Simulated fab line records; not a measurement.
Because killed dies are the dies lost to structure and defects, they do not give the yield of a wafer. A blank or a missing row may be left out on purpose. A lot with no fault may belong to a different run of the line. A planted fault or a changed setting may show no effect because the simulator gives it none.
fab line records | flow n5-finfet
record: lots: 4 wafers: 12 last-day: 17
route steps=1938 shown BEOL_M1@789 BEOL_M4@1111 PASSIVATION@1936
lots with no fault: from the same line, run without faults
start-h: hours from the record's first day to the start of the lot's first wafer shown | wait-h: time in hours since the lot's previous step | " identical to the entry in the row above | L1.1+2: several wafers, shown together as one row | - either no value or no given start | * or withheld: withheld | < > ~ a bound
route shown NAME@n: NAME is a module with steps in the file, n the number in the route of the first one | usual: mean/standard deviation of fault-free wafers | same: alike in all rows | chamber/n: place in a boat | sites: per-site readings | _std_site: the standard deviation of these | _edge_site: the outer-site mean with the inner-site mean subtracted | radius-mm: how far each site lies from the wafer's centre | mask NAME#n: copy n | behind: the last tool/chamber to shape the wafer | hold: why the lot went on hold/how many hours it stayed there/how the hold came to an end | device: the n, p or np transistor that did not switch | end of line: the route-end tests of the same wafers | a step without rows: its recipe alone | killed: at the first sort, the dies lost to defects and structure; wafer yield is something else | map: per-die view of a wafer (x killed, . not killed, _ where there is no die)
set.NAME: the setting as run; set.NAME@STEP: as run at that earlier step | model.NAME: the simulator's own value behind a step, which no gauge read
lots at selected steps of the route; one table per step, one row per wafer
services: a tool's chamber out of use, with start hour (start-h, from the record's first day; less than 0 if before it), hours out, and reason
== steps ==
step: N5_BEOL_M1_DESCUM_33
recipe: chemistry: O2 time-s: 7 source-power-w: 50 bias-power-w: 20 pressure-mtorr: 20 rf-frequency-hz: 2.712e+07 temp-c: 40 resist: CAR-EUV o2-flow-sccm: 225
step: N5_BEOL_M1_ETCH_77
recipe: chemistry: N2/H2 target: underlayer target-depth-a: 65 mask-material: CAR-EUV time-s: 5.2 ion-energy-ev: 200 pressure-mtorr: 30 source-w: 840 bias-w: 150 n2-flow-sccm: 200 h2-flow-sccm: 200 ends: cleared
step: N5_BEOL_M1_ETCH_69
recipe: chemistry: CF4 target: SiARC target-depth-a: 156 mask-material: CAR-EUV time-s: 26 ion-energy-ev: 80 pressure-mtorr: 40 source-w: 545 bias-w: 36 Ar_flow_sccm: 100 cf4-flow-sccm: 100 ends: cleared
step: N5_BEOL_M1_ALD_98
recipe: material: SiO2 target-thk-a: 25 temp-c: 100 ald-precursor-family: BDEAS ald-co-reactant: O2-plasma pulse-time-s: 1 co-reactant-pulse-time-s: 1 purge-time-s: 2 co-reactant-purge-time-s: 2 ald-cycles: 17 pressure-torr: 2
step: N5_BEOL_M1_ETCHBACK_99
recipe: chemistry: CHF3 target: SiO2 target-depth-a: 50 time-s: 10.4 source-w: 215 bias-w: 47 Ar_flow_sccm: 200 CHF3_flow_sccm: 12 ion-energy-ev: 100 pressure-mtorr: 30
step: N5_BEOL_M1_ETCH_70
recipe: chemistry: N2/H2 target: SOC target-depth-a: 800 overetch-a: 160 mask-material: SiARC temp-c: 40 time-s: 120 ion-energy-ev: 200 pressure-mtorr: 30 source-w: 840 bias-w: 150 n2-flow-sccm: 200 h2-flow-sccm: 200
step: N5_BEOL_M1_STRIP_71
recipe: chemistry: N2/H2 temp-c: 40 n2-flow-sccm: 200 h2-flow-sccm: 200 rf-frequency-hz: 6e+07
step: N5_BEOL_M1_STRIP_78
recipe: chemistry: N2/H2 temp-c: 40 n2-flow-sccm: 200 h2-flow-sccm: 200 rf-frequency-hz: 6e+07
step: N5_BEOL_M1_VIA_ETCH_34
recipe: chemistry: C4F6/O2 target-depth-a: 678 mask-material: SOC pressure-mtorr: 15 ion-energy-ev: 250 taper-deg: 4 time-s: 64.4 source-w: 350 bias-w: 170 Ar_flow_sccm: 300 C4F6_flow_sccm: 10 O2_flow_sccm: 10
step: N5_BEOL_M1_STRIP_83
recipe: chemistry: C4F6/O2 resist: SiARC rf-frequency-hz: 6e+07
step: N5_BEOL_M1_STRIP_36
recipe: chemistry: N2/H2 power-w: 450 temp-c: 40 pressure-mtorr: 20 rf-frequency-hz: 6e+07 overash-fraction: 0.3 bias-power-w: 7 h2-frac: 0.5 n2-flow-sccm: 200 h2-flow-sccm: 200
step: N5_BEOL_M1_TRENCH_ETCH_37
recipe: chemistry: C4F6/O2 target-depth-a: 552.07 target: SiOC time-s: 29 ion-energy-ev: 250 pressure-mtorr: 30 source-w: 355 bias-w: 185 Ar_flow_sccm: 300 C4F6_flow_sccm: 10 O2_flow_sccm: 10
usual: C4F6_flow_sccm: 10.00/0.032 O2_flow_sccm: 10.004/0.028 drypump-motor-current-A: 5.6/0.44 mfc-ar-sccm: 300.0/0.97 oes-product-au: 0.78/0.08 rf-vpp-V: 668/14 showerhead-plenum-p-Torr: 2.85/0.07 throttle-valve-pct: 20.95/0.19
columns lot.wafer tool chamber start-h wait-h C4F6_flow_sccm O2_flow_sccm drypump-motor-current-A mfc-ar-sccm oes-product-au rf-hours-counter-h rf-vpp-V showerhead-plenum-p-Torr throttle-valve-pct model.TiN_of_BEOL_M1_HM_DEP_02.thk-nm
L451.1 rie-diel-05 1 132.99 - 9.96 9.999 5.6 300.5 0.69 176 657 2.82 20.84 18
L451.4 " 0 " " 10.01 9.963 5.8 302.1 0.73 177 674 2.94 20.93 17.6
L451.6 " 3 " " 10.00 10.009 5.9 301.0 0.76 - 677 2.83 20.85 17.8
L466.3 rie-diel-05 2 219.52 - - - - - - - - - - 19.8
L466.4 " 3 " " - - - - - - - - - 20
L466.6 " 1 " " - - - - - - - - - 20.2
L465.2 rie-diel-03 2 219.61 - - - - - - - - - - 20
L465.4 " 1 " " - - - - - - - - - 20
L465.6 " 1 " " - - - - - - - - - 20
L471.1 rie-diel-04 3 257.16 - 10.01 10.080 5.0 299.6 0.98 1 650 2.81 20.75 17.8
L471.3 " 1 " " 9.97 9.984 5.5 300.1 0.76 133 647 2.84 21.15 17.6
L471.6 " 1 " " 9.96 10.012 5.5 299.8 0.76 - 647 2.84 21.15 17.8
step: N5_BEOL_M1_ETCH_41
recipe: chemistry: CH3F/O2 target: SiCN target-depth-a: 319 taper-deg: 2 time-s: 57.8 ion-energy-ev: 120 mask-material: TiN pressure-mtorr: 30 source-w: 395 bias-w: 75 Ar_flow_sccm: 150 CH3F_flow_sccm: 30 O2_flow_sccm: 20
step: N5_BEOL_M1_STRIP_97
recipe: chemistry: N2/H2 time-s: 10 power-w: 450 temp-c: 40 pressure-mtorr: 20 rf-frequency-hz: 6e+07 bias-power-w: 7 n2-flow-sccm: 200 h2-flow-sccm: 200
step: N5_BEOL_M1_OCD_MEAS_38
usual: trench-depth-nm: 55.5/1.2
columns lot.wafer tool chamber start-h wait-h trench-depth-nm
L451.1 ocd-02 - 133.15 - 52.0
L451.4 " - " " 54.8
L451.6 " - " " 54.3
L466.3 ocd-02 - 219.68 - 0.3
L466.4 " - " " 0
L466.6 " - " " 0.2
L465.2 ocd-01 - 219.77 - 0
L465.4 " - " " 0.3
L465.6 " - " " 0.3
L471.1 ocd-01 - 257.32 - 54.6
L471.3 " - " " 54.0
L471.6 " - " " 54.0
step: N5_BEOL_M1_HM_STRIP_39
recipe: chemistry: peroxide-tin-strip material: TiN target-depth-a: 250 temp-c: 50 time-s: 158
step: N5_BEOL_M1_SRD_40
recipe: time-s: 30 temp-c: 23 rinse-liquid: diw dry: ipa-marangoni
step: N5_BEOL_M1_PRECLEAN_42
recipe: chemistry: residue-remover time-s: 60 temp-c: 40
step: N5_BEOL_M1_SRD_43
recipe: time-s: 30 temp-c: 23 rinse-liquid: diw dry: ipa-marangoni
step: N5_BEOL_M1_DEGAS_44
recipe: ambient: vacuum temp-c: 250 time-s: 60
step: N5_BEOL_M1_PRE_CLEAN_45
recipe: gas: H2/He time-s: 30 temp-c: 250
step: N5_BEOL_M1_ALD_84
recipe: material: TaN target-thk-a: * temp-c: 275 ald-precursor-family: PDMAT ald-co-reactant: NH3 pressure-torr: 3 carrier-flow-sccm: 1500 pulse-time-s: 2 purge-time-s: 3 co-reactant-purge-time-s: 2 co-reactant-pulse-time-s: 3 ald-cycles: 30 precursor-vessel-temp-c: 75 precursor-vessel-pressure-torr: 26.25 precursor-vessel-carrier-sccm: 1000
step: N5_BEOL_M1_SURFACE_TREAT_85
recipe: gas: Ar time-s: * ion-energy-ev: * ion-current-ma-cm2: 0.5 pressure-mtorr: * ar-flow-sccm: 30
step: N5_BEOL_M1_CVD_47
recipe: material: Co target-thk-a: 30 temp-c: withheld precursor: CCTBA/H2 pressure-torr: 30 time-s: 223.8
step: N5_BEOL_M1_SPUTTER_48
recipe: material: Cu target-thk-a: 45 temp-c: -20 chamber-pressure-pa: 0.07 power-w: withheld time-s: 8.29
step: N5_BEOL_M1_ANNEAL_49
recipe: temp-c: 400 time-s: 240 ambient: vacuum
step: N5_BEOL_M1_SPUTTER_79
recipe: material: Cu target-thk-a: 45 temp-c: -20 chamber-pressure-pa: 0.07 power-w: withheld time-s: 8.29
step: N5_BEOL_M1_ANNEAL_80
recipe: temp-c: 400 time-s: 240 ambient: vacuum
step: N5_BEOL_M1_SPUTTER_81
recipe: material: Cu target-thk-a: 45 temp-c: -20 chamber-pressure-pa: 0.07 power-w: withheld time-s: 8.29
step: N5_BEOL_M1_ANNEAL_82
recipe: temp-c: 400 time-s: 240 ambient: vacuum
step: N5_BEOL_M1_SPUTTER_86
recipe: material: Cu target-thk-a: 45 temp-c: -20 chamber-pressure-pa: 0.07 power-w: withheld time-s: 8.29
step: N5_BEOL_M1_ANNEAL_87
recipe: temp-c: 400 time-s: 240 ambient: vacuum
step: N5_BEOL_M1_SPUTTER_88
recipe: material: Cu target-thk-a: 45 temp-c: -20 chamber-pressure-pa: 0.07 power-w: withheld time-s: 8.29
step: N5_BEOL_M1_ANNEAL_89
recipe: temp-c: 400 time-s: 240 ambient: vacuum
step: N5_BEOL_M1_SPUTTER_90
recipe: material: Cu target-thk-a: 45 temp-c: -20 chamber-pressure-pa: 0.07 power-w: withheld time-s: 8.29
step: N5_BEOL_M1_ANNEAL_91
recipe: temp-c: 400 time-s: 240 ambient: vacuum
step: N5_BEOL_M1_SPUTTER_92
recipe: material: Cu target-thk-a: 45 temp-c: -20 chamber-pressure-pa: 0.07 power-w: withheld time-s: 8.29
step: N5_BEOL_M1_ANNEAL_93
recipe: temp-c: 400 time-s: 240 ambient: vacuum
step: N5_BEOL_M1_SPUTTER_94
recipe: material: Cu target-thk-a: 45 temp-c: -20 chamber-pressure-pa: 0.07 power-w: withheld time-s: 8.29
step: N5_BEOL_M1_ANNEAL_95
recipe: temp-c: 400 time-s: 240 ambient: vacuum
step: N5_BEOL_M1_CMP_52
recipe: stop-on: SiOC t-overpolish-s: 6.8 down-force-psi: 1 platen-rpm: 50 clearing-platen-down-force-psi: 1.5 clearing-platen-rpm: 50 post-cmp-clean: cu-alkaline target-thk-nm: 40 clearing-platen-pad-velocity-m-s: 0.99484 pad-velocity-m-s: 0.99484
usual: head-pressure-psi: 1.0001/0.0023 motor-current-A: 5.9/0.47 slurry-filter-dp-kPa: 13.50/0.15
columns lot.wafer tool chamber start-h wait-h head-pressure-psi motor-current-A slurry-filter-dp-kPa model.Cu_of_BEOL_M1_ECD_50.thk-nm
L451.4 cmp-01 3 136.45 0.2 0.9990 6.6 13.22 42.2
L451.1 " 0 " " 1.0008 6.2 13.17 39
L451.6 " 2 " " 0.9998 6.1 13.05 39.4
L466.4 cmp-03 2 223.16 0.1 1.0021 6.7 13.43 1.4
L466.3 " 3 " " 1.0014 6.1 13.20 2
L466.6 " 2 " " 1.0013 6.6 13.77 2.2
L465.2 cmp-01 1 223.40 0.3 1.0006 5.0 13.54 0
L465.4 " 2 " " 1.0037 6.1 13.73 0
L465.6 " 3 " " 0.9990 6.8 13.49 0.8
L471.3 cmp-01 2 260.40 0.2 1.0012 6.1 13.48 40.2
L471.1 " 3 " " 1.0028 6.6 13.56 41.8
L471.6 " 2 " " 0.9953 5.9 13.51 38.8
step: N5_BEOL_M4_RC_MEAS_101
usual: DIBL_N: 36.2/1.6 DIBL_P: 36.1/2 IOFF_N: 0.16/0.032 IOFF_P: 0.22/0.036 ION_N: 672/11 ION_P: 463/7.5 SS_N: 71.4/0.58 SS_P: 73.2/0.67 VT_N: 250/3.3 VT_P: -250/3.3
columns lot.wafer tool chamber start-h wait-h DIBL_N[mV/V] DIBL_P[mV/V] IOFF_N[nA/um] IOFF_P[nA/um] ION_N[uA/um] ION_P[uA/um] SS_N[mV/dec] SS_P[mV/dec] VT_N[mV] VT_P[mV]
L451.1 prober-02 0 172.82 0.0 37.3 39.4 0.17 0.19 680 459 71.3 73.7 249 -252
L451.4 " 0 " " 37.8 39.4 0.17 0.19 680 452 71.4 73.7 251 -253
L451.6 " 0 " " 36.9 37.5 0.14 0.17 659 448 71.0 73.1 254 -257
L471.1 prober-02 0 305.07 0.0 39.0 37.3 0.18 0.24 677 469 70.9 73.5 249 -248
L471.3 " 0 " " 35.9 33.6 0.13 0.19 650 451 70.3 72.7 251 -251
L471.6 " 0 " " 38.1 35.7 0.16 0.22 671 464 70.6 72.6 248 -248
step: N5_PASSIVATION_PROBE_49
usual: defect-limited-yield: 91.4/1.3 killed_at_M0_to_M3: 34/10 killed_at_M4_up: 14/5.6 killed-at-contacts: 13/5.9 killed-at-front-end: 37/9.9 killed-at-other: 3.5/2.8 killed-dies: 101/15 killed-on-rim: 13/3.9 killed-open: 67/12 killed-short: 32/6.6 sort_bin_5_function: 5.0/0.81 sort_bin_6_memory: 3.2/0.66 sort-n-pass: 1079/15 sort-yield-pct: 91.4/1.3
same: gross-dies: 1180 killed-at-back-side: 0 sort_bin_4_leakage[%]: 0 sort_bin_8_speed[%]: 0
columns lot.wafer tool chamber start-h wait-h defect-limited-yield[%] killed_at_M0_to_M3 killed_at_M4_up killed-at-contacts killed-at-front-end killed-at-other killed-dies killed-on-rim killed-open killed-short sort_bin_5_function[%] sort_bin_6_memory[%] sort-n-pass sort-yield-pct[%]
L451.1 prober-01 - 289.87 0.0 91.5 24 11 15 50 0 100 11 67 30 4.6 3.6 1080 91.5
L451.4 prober-01 - 290.02 0.2 90.5 22 16 11 56 7 112 18 69 40 4.9 3.8 1068 90.5
L451.6 prober-01 - 290.12 0.3 89.2 27 23 16 61 0 127 10 86 41 5.8 4.4 1053 89.2
L466.3 prober-01 - 372.03 0.1 0 1110 14 16 34 6 1180 152 65 44 95.8 3.8 0 0
L466.4 prober-01 - 372.08 0.2 0 1103 9 15 53 0 1180 152 70 29 96.6 3.2 0 0
L466.6 prober-01 - 372.18 0.3 0 1125 4 6 44 1 1180 152 58 37 97.1 2.5 0 0
L465.2 prober-02 - 396.61 0.1 0 1114 14 13 30 9 1180 152 64 28 97.5 2.4 0 0
L465.4 prober-02 - 396.71 0.2 0 1106 13 9 51 1 1180 152 78 33 96.2 3.5 0 0
L465.6 prober-02 - 396.81 0.3 0 1112 12 22 33 1 1180 152 82 26 96.0 3.7 0 0
killed by level:class
L451.1 MOL_CONTACT_COAG:geometric-particle:open=13 DUMMY_GATE:geometric-particle:open=10 FIN_SAQP:geometric-particle:open=9 FIN_SAQP:geometric-particle:short=7 BEOL_M0_SAQP:geometric-particle:short=7 BEOL_M0_SAQP:geometric-particle:open=7 BEOL_M4:geometric-particle:open=7 STI_FIN_REVEAL:geometric-particle:open=5
L451.4 FIN_SAQP:geometric-particle:open=14 MOL_CONTACT_COAG:geometric-particle:open=10 FIN_SAQP:geometric-particle:short=9 DUMMY_GATE:geometric-particle:open=8 BEOL_M4:geometric-particle:open=8 BEOL_M0_SAQP:geometric-particle:short=7 STI_FIN_REVEAL:geometric-particle:open=6 BEOL_M0_SAQP:geometric-particle:open=6
L451.6 STI_FIN_REVEAL:geometric-particle:open=16 FIN_SAQP:geometric-particle:open=13 MOL_CONTACT_COAG:geometric-particle:open=13 BEOL_M4:geometric-particle:open=12 FIN_SAQP:geometric-particle:short=10 DUMMY_GATE:geometric-particle:open=8 GATE_CUT:geometric-particle:short=5 BEOL_M0_SAQP:geometric-particle:short=5
L466.3 BEOL_M1:area-etch=1069 MOL_CONTACT_COAG:geometric-particle:open=14 BEOL_M0_SAQP:geometric-particle:short=11 BEOL_M0_SAQP:geometric-particle:open=8 BEOL_M3:geometric-particle:open=8 STI_FIN_REVEAL:geometric-particle:open=7 ILD0:geometric-particle:short=7 FIN_SAQP:geometric-particle:short=5
L466.4 BEOL_M1:area-etch=1081 STI_FIN_REVEAL:geometric-particle:open=13 MOL_CONTACT_COAG:geometric-particle:open=12 FIN_SAQP:geometric-particle:open=11 GATE_CUT:geometric-particle:open=6 BEOL_M1:geometric-particle:open=5 ILD0:geometric-particle:open=4 DUMMY_GATE:geometric-particle:open=4
L466.6 BEOL_M1:area-etch=1085 BEOL_M0_SAQP:geometric-particle:short=12 STI_FIN_REVEAL:geometric-particle:open=12 FIN_SAQP:geometric-particle:short=8 BEOL_M3:geometric-particle:open=7 BEOL_M0_SAQP:geometric-particle:open=7 FIN_SAQP:geometric-particle:open=4 GATE_CUT:geometric-particle:short=4
L465.2 BEOL_M1:area-etch=1087 STI_FIN_REVEAL:geometric-particle:open=15 MOL_CONTACT_COAG:geometric-particle:open=12 BEOL_M3:geometric-particle:open=6 BEOL_M2:geometric-particle:open=5 PASS1_CAP:geometric-particle:short=5 BEOL_M0_SAQP:geometric-particle:open=4 DUMMY_GATE:geometric-particle:open=3
L465.4 BEOL_M1:area-etch=1068 STI_FIN_REVEAL:geometric-particle:open=17 BEOL_M0_SAQP:geometric-particle:open=9 BEOL_M2:geometric-particle:open=9 MOL_CONTACT_COAG:geometric-particle:open=7 BEOL_M1:geometric-particle:open=7 GATE_CUT:geometric-particle:short=5 BEOL_M0_SAQP:geometric-particle:short=5
L465.6 BEOL_M1:area-etch=1069 MOL_CONTACT_COAG:geometric-particle:open=16 BEOL_M1:geometric-particle:open=14 BEOL_M4:geometric-particle:open=8 BEOL_M0_SAQP:geometric-particle:open=8 STI_FIN_REVEAL:geometric-particle:open=6 MOL_CONTACT_COAG:geometric-particle:short=6 BEOL_M2:geometric-particle:open=6
map L465.2 (x killed, . not)
_________________xxxxxxxxxxxx________________
______________xxxxxxxxxxxxxxxxxx_____________
___________xxxxxxxxxxxxxxxxxxxxxxxx__________
__________xxxxxxxxxxxxxxxxxxxxxxxxxx_________
________xxxxxxxxxxxxxxxxxxxxxxxxxxxxxx_______
_______xxxxxxxxxxxxxxxxxxxxxxxxxxxxxxxx______
______xxxxxxxxxxxxxxxxxxxxxxxxxxxxxxxxxx_____
_____xxxxxxxxxxxxxxxxxxxxxxxxxxxxxxxxxxxx____
____xxxxxxxxxxxxxxxxxxxxxxxxxxxxxxxxxxxxxx___
___xxxxxxxxxxxxxxxxxxxxxxxxxxxxxxxxxxxxxxxx__
___xxxxxxxxxxxxxxxxxxxxxxxxxxxxxxxxxxxxxxxx__
__xxxxxxxxxxxxxxxxxxxxxxxxxxxxxxxxxxxxxxxxxx_
__xxxxxxxxxxxxxxxxxxxxxxxxxxxxxxxxxxxxxxxxxx_
_xxxxxxxxxxxxxxxxxxxxxxxxxxxxxxxxxxxxxxxxxxxx
_xxxxxxxxxxxxxxxxxxxxxxxxxxxxxxxxxxxxxxxxxxxx
_xxxxxxxxxxxxxxxxxxxxxxxxxxxxxxxxxxxxxxxxxxxx
_xxxxxxxxxxxxxxxxxxxxxxxxxxxxxxxxxxxxxxxxxxxx
_xxxxxxxxxxxxxxxxxxxxxxxxxxxxxxxxxxxxxxxxxxxx
_xxxxxxxxxxxxxxxxxxxxxxxxxxxxxxxxxxxxxxxxxxxx
_xxxxxxxxxxxxxxxxxxxxxxxxxxxxxxxxxxxxxxxxxxxx
_xxxxxxxxxxxxxxxxxxxxxxxxxxxxxxxxxxxxxxxxxxxx
__xxxxxxxxxxxxxxxxxxxxxxxxxxxxxxxxxxxxxxxxxx_
__xxxxxxxxxxxxxxxxxxxxxxxxxxxxxxxxxxxxxxxxxx_
___xxxxxxxxxxxxxxxxxxxxxxxxxxxxxxxxxxxxxxxx__
___xxxxxxxxxxxxxxxxxxxxxxxxxxxxxxxxxxxxxxxx__
____xxxxxxxxxxxxxxxxxxxxxxxxxxxxxxxxxxxxxx___
_____xxxxxxxxxxxxxxxxxxxxxxxxxxxxxxxxxxxx____
______xxxxxxxxxxxxxxxxxxxxxxxxxxxxxxxxxx_____
_______xxxxxxxxxxxxxxxxxxxxxxxxxxxxxxxx______
________xxxxxxxxxxxxxxxxxxxxxxxxxxxxxx_______
__________xxxxxxxxxxxxxxxxxxxxxxxxxx_________
___________xxxxxxxxxxxxxxxxxxxxxxxx__________
______________xxxxxxxxxxxxxxxxxx_____________
_________________xxxxxxxxxxxx________________
map L466.3 (x killed, . not)
_________________xxxxxxxxxxxx________________
______________xxxxxxxxxxxxxxxxxx_____________
___________xxxxxxxxxxxxxxxxxxxxxxxx__________
__________xxxxxxxxxxxxxxxxxxxxxxxxxx_________
________xxxxxxxxxxxxxxxxxxxxxxxxxxxxxx_______
_______xxxxxxxxxxxxxxxxxxxxxxxxxxxxxxxx______
______xxxxxxxxxxxxxxxxxxxxxxxxxxxxxxxxxx_____
_____xxxxxxxxxxxxxxxxxxxxxxxxxxxxxxxxxxxx____
____xxxxxxxxxxxxxxxxxxxxxxxxxxxxxxxxxxxxxx___
___xxxxxxxxxxxxxxxxxxxxxxxxxxxxxxxxxxxxxxxx__
___xxxxxxxxxxxxxxxxxxxxxxxxxxxxxxxxxxxxxxxx__
__xxxxxxxxxxxxxxxxxxxxxxxxxxxxxxxxxxxxxxxxxx_
__xxxxxxxxxxxxxxxxxxxxxxxxxxxxxxxxxxxxxxxxxx_
_xxxxxxxxxxxxxxxxxxxxxxxxxxxxxxxxxxxxxxxxxxxx
_xxxxxxxxxxxxxxxxxxxxxxxxxxxxxxxxxxxxxxxxxxxx
_xxxxxxxxxxxxxxxxxxxxxxxxxxxxxxxxxxxxxxxxxxxx
_xxxxxxxxxxxxxxxxxxxxxxxxxxxxxxxxxxxxxxxxxxxx
_xxxxxxxxxxxxxxxxxxxxxxxxxxxxxxxxxxxxxxxxxxxx
_xxxxxxxxxxxxxxxxxxxxxxxxxxxxxxxxxxxxxxxxxxxx
_xxxxxxxxxxxxxxxxxxxxxxxxxxxxxxxxxxxxxxxxxxxx
_xxxxxxxxxxxxxxxxxxxxxxxxxxxxxxxxxxxxxxxxxxxx
__xxxxxxxxxxxxxxxxxxxxxxxxxxxxxxxxxxxxxxxxxx_
__xxxxxxxxxxxxxxxxxxxxxxxxxxxxxxxxxxxxxxxxxx_
___xxxxxxxxxxxxxxxxxxxxxxxxxxxxxxxxxxxxxxxx__
___xxxxxxxxxxxxxxxxxxxxxxxxxxxxxxxxxxxxxxxx__
____xxxxxxxxxxxxxxxxxxxxxxxxxxxxxxxxxxxxxx___
_____xxxxxxxxxxxxxxxxxxxxxxxxxxxxxxxxxxxx____
______xxxxxxxxxxxxxxxxxxxxxxxxxxxxxxxxxx_____
_______xxxxxxxxxxxxxxxxxxxxxxxxxxxxxxxx______
________xxxxxxxxxxxxxxxxxxxxxxxxxxxxxx_______
__________xxxxxxxxxxxxxxxxxxxxxxxxxx_________
___________xxxxxxxxxxxxxxxxxxxxxxxx__________
______________xxxxxxxxxxxxxxxxxx_____________
_________________xxxxxxxxxxxx________________
== services ==
columns tool chamber start-h hours kind
rie-diel-04 - 118.88 14.6 pm
rie-diel-04 3 164.80 1.4 repair
cmp-03 - 172.74 4.8 pm
cmp-03 - 183.59 6.1 repair
rie-diel-03 2 186.93 - clean
rie-diel-03 2 186.93 - consumable-replace:focus-ring
rie-diel-03 2 186.93 16.4 scheduled-down
rie-diel-03 2 186.93 16.4 vent-cycle
rie-diel-03 1 194.09 2.4 repair
cmp-03 - 208.71 0.5 repair
cmp-01 - 209.41 4.0 pm
cmp-01 - 213.41 - consumable-replace:conditioner
cmp-01 - 213.41 - consumable-replace:pad
rie-diel-04 3 230.43 - clean
rie-diel-04 3 230.43 - consumable-replace:focus-ring
rie-diel-04 3 230.43 24.4 scheduled-down
rie-diel-04 3 230.43 24.4 vent-cycle
rie-diel-03 1 238.76 4.5 repair
rie-diel-04 2 254.91 - clean
rie-diel-04 2 254.91 - consumable-replace:focus-ring
rie-diel-04 2 254.91 - consumable-replace:showerhead
rie-diel-04 2 254.91 16.8 scheduled-down
rie-diel-04 2 254.91 16.8 vent-cycle
== key ==
first-sign: step: N5_BEOL_M1_TRENCH_ETCH_37 reading: tool-record direction: missing
effect: step: N5_BEOL_M1_OCD_MEAS_38 reading: trench-depth-nm direction: down sigmas: 47 usual: 55.5 struck: 0.2
effect: step: N5_PASSIVATION_PROBE_49 reading: sort_bin_5_function direction: up sigmas: 99+ usual: 5.0 struck: 96.6
model-effect: step: N5_BEOL_M1_TRENCH_ETCH_37 value: TiN_of_BEOL_M1_HM_DEP_02.thk-nm without: 17.7 struck: 20
model-effect: step: N5_BEOL_M1_CMP_52 value: Cu_of_BEOL_M1_ECD_50.thk-nm without: 40.67 struck: 1.067
more-kills-born-at: N5_BEOL_M1_TRENCH_ETCH_37@rie-diel-05: 3235 N5_BEOL_M1_TRENCH_ETCH_37@rie-diel-03: 3224
met-at N5_BEOL_M1_TRENCH_ETCH_37
struck-wafers L465.2,L465.4,L465.6,L466.3,L466.4,L466.6
later-rows-left-out L465.2,L465.4,L465.6,L466.3,L466.4,L466.6
onset-between 132.99 219.52
fault: kind: skipped-step-whole tool: rie-diel-03,rie-diel-05 chamber: - onset-h: 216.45 steps: N5_BEOL_M1_TRENCH_ETCH_37 scope: struck-lots-only
later-rows-left-out: the simulator's readings of these wafers behind a module that went badly wrong aren't trusted and aren't shown, but for the sort
